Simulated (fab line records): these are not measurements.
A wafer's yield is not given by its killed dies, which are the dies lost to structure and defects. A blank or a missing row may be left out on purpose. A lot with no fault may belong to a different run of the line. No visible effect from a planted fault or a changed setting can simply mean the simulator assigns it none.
Chamber matching | flow n5-finfet | cmp-02 running N5_HKMG_FIN_CMP_23: 4 sister chambers
The step polishes, stops on SiNx, t overpolish 10 s, target thk 46.326 nm. 4 wafers are shown with their chamber, then 9 later ones without.

== WAFERS, EACH WITH ITS CHAMBER ==
wafer  | chamber | motor-current-A (A)
L092.4 | 3       | 12.3
L094.1 | 2       | 10.6
L094.5 | 1       | 11.5
L094.6 | 0       | 10.0

== WAFERS WITHOUT THEIR CHAMBER ==
wafer  | motor-current-A (A)
L095.2 | 11.8
L095.5 | 11.1
L095.6 | 10.1
L096.1 | 10.7
L096.2 | 12.0
L096.3 | 10.3
L097.1 | 10.1
L097.2 | 10.6
L097.4 | 10.8

== WHICH CHAMBER EACH WENT THROUGH ==
wafer  | from the rows above     | in truth
L095.2 | can't be placed: 1 or 3 | 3
L095.5 | can't be placed: 1 or 2 | 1
L095.6 | can't be placed: 0 or 2 | 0
L096.1 | 2                       | 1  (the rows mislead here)
L096.2 | can't be placed: 3 or 1 | 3
L096.3 | can't be placed: 2 or 0 | 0
L097.1 | can't be placed: 0 or 2 | 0
L097.2 | 2                       | 2
L097.4 | 2                       | 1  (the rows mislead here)
Correctly placed: 1 of 9. Cannot be placed on the basis of these rows: 6; the candidates contain the true chamber in 6. Number placed wrongly: 2.
How it was worked out, from the rows above alone: a wafer's distance from a chamber is the root of the sum, over the readings, of the square of ((its reading less the chamber's mean) divided by the reading's scatter). The wafer belongs to the nearest chamber; if the next one is less than 2 further off, it can't be placed. For every chamber, the mean is computed from those of its wafers that are shown. The scatter (one wafer shown for each chamber): square how far every hidden wafer sits from the nearest shown wafer, average those squares and take the square root.
